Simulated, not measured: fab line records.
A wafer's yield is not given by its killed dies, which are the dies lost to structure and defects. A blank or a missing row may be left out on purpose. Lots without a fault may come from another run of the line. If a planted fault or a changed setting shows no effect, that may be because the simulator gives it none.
A lot that was struck, set against a sound lot    flow n5 finfet    36 steps out of a route of 1938
Sound: the wafers L325.1, L325.2, L325.5. Struck: wafer L319.2 (L319.1, L319.3, from the same lot, were not struck and are left out); the cause is given at the end.
For every step that has rows: the tool of each side, followed by ch and its chambers, followed by its first start. Under that, the readings that differ: sound wafers    struck wafers    difference of the means    sigmas: that difference in standard deviations of wafers without a fault.
alike: a reading whose means differ by less than 2 such deviations, as well as words and numbers matching on both sides. not compared: withheld readings; readings where some wafer has no value; bounds like >300 that might hide an equal value; numbers whose values overlap and for which the record gives no deviation.
The two part at a step that has a row with sigmas, a row that says differs or no value, or rows on one side only. Numbers that have no deviation but don't overlap get no sigmas and don't part them. A reading missing from all wafers of one side parts the sides only when that side holds two or more wafers.

first, 9 steps without rows for these wafers: N5_BEOL_M4_ANNEAL_95 (time 240 s); N5_BEOL_M4_SPUTTER_96 (material Cu, target thk 4.5 nm, time 8.29 s); N5_BEOL_M4_ECD_50 (material Cu, target thk 300 nm); N5_BEOL_M4_ANNEAL_51 (time 90 s); N5_BEOL_M4_CMP_52 (polishes, stops on SiOC, t overpolish 6.8 s, target thk 40 nm); N5_BEOL_M4_PRE_CLEAN_60 (time 15 s); N5_BEOL_M4_CO_CAP_55 (material Co, precursor CCTBA/H2, target thk 2 nm, time 102.1 s); N5_BEOL_M4_PRE_CLEAN_56 (time 15 s); N5_BEOL_M4_DEP_57 (deposits SiCN from 3MS/NH3, target thk 8 nm, time 14 s).
N5_BEOL_M4_RC_MEAS_101:
  sound on prober-01 ch 0, day 11 21:52; struck on prober-02 ch 0, day 10 12:37
  alike: DIBL_N, DIBL_P, IOFF_N, IOFF_P, ION_N, ION_P, SS_N, SS_P, VT_N, VT_P
then, 24 steps without rows for these wafers: N5_BEOL_M5_ILD_DEP_00 (deposits SiCOH lowk from DEMS/porogen, target thk 140.64 nm, time 25.9 s); N5_BEOL_M5_CURE_79 (cures SiCOH lowk, time 240 s); N5_BEOL_M5_PECVD_70 (deposits SiO2 from TEOS/O2, target thk 16 nm, time 18 s); N5_BEOL_M5_HM_DEP_02 (deposits TiN, target thk 20 nm); N5_BEOL_M5_COAT_59 (time 60 s, resist thk 60 nm); N5_BEOL_M5_COAT_60 (time 60 s, resist thk 12 nm); N5_BEOL_M5_COAT_71 (time 60 s, resist thk 5 nm); N5_BEOL_M5_COAT_05 (resist thk 30 nm); N5_BEOL_M5_EBR_07; N5_BEOL_M5_SOFTBAKE_06 (time 60 s); N5_BEOL_M5_EXPOSE_08 (exposes mask M5, target cd 28 nm); N5_BEOL_M5_PEB_09 (peb time 60 s); N5_BEOL_M5_DEVELOP_10 (develop time 30 s); N5_BEOL_M5_DESCUM_16 (chemistry O2, time 7 s); N5_BEOL_M5_ETCH_72 (etches underlayer in N2/H2, target depth 6.5 nm, time 5.2 s); N5_BEOL_M5_ETCH_61 (etches SiARC in CF4, target depth 15.6 nm, time 26 s); N5_BEOL_M5_ETCH_62 (etches SOC in N2/H2, target depth 75 nm, overetch 15 nm, time 112.5 s); N5_BEOL_M5_STRIP_63 (strips in N2/H2); N5_BEOL_M5_STRIP_73 (strips in N2/H2); N5_BEOL_M5_STRIP_64 (strips in CF4); N5_BEOL_M5_HM_OPEN_17 (chemistry Cl2/BCl3, target TiN, target depth 20 nm, overetch 6 nm); N5_BEOL_M5_STRIP_19 (strips in O2); N5_BEOL_M5_COAT_65 (time 60 s, resist thk 60 nm); N5_BEOL_M5_COAT_66 (time 60 s, resist thk 12 nm).
-- a jump in the record: the struck wafers' starts before and after are 4 days apart (it breaks off in module BEOL_M5 and resumes in module PASSIVATION, where the first step shown is number 1915 of the route) --
N5_PASSIVATION_PECVD_53: deposits SiO2 from TEOS/O2, target thk 800 nm, time 169.4 s.
  sound on pecvd-02 ch 0,1, day 15 18:30; struck on pecvd-02 ch 2, day 14 17:46
reading                                         sound                 struck  difference  sigmas
susceptor temp C (C)                            399.87 400.23 400.17  375.02  -25.07      -99 or more
model.SiO2_of_PASSIVATION_PECVD_53.thk nm (nm)  780 792.8 800.2       918.4   +127.4      
N5_PASSIVATION_PROBE_49:
  rows exist in the record for the struck wafers here (prober-02, day 14 22:08), but not for the sound ones

## WHERE THEY PART
At N5_PASSIVATION_PECVD_53 first; at N5_PASSIVATION_PROBE_49 last (within this record only).

WHY: the cause the simulator had injected
pecvd-02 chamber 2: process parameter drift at N5_PASSIVATION_PECVD_53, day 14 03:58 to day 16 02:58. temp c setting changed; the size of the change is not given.
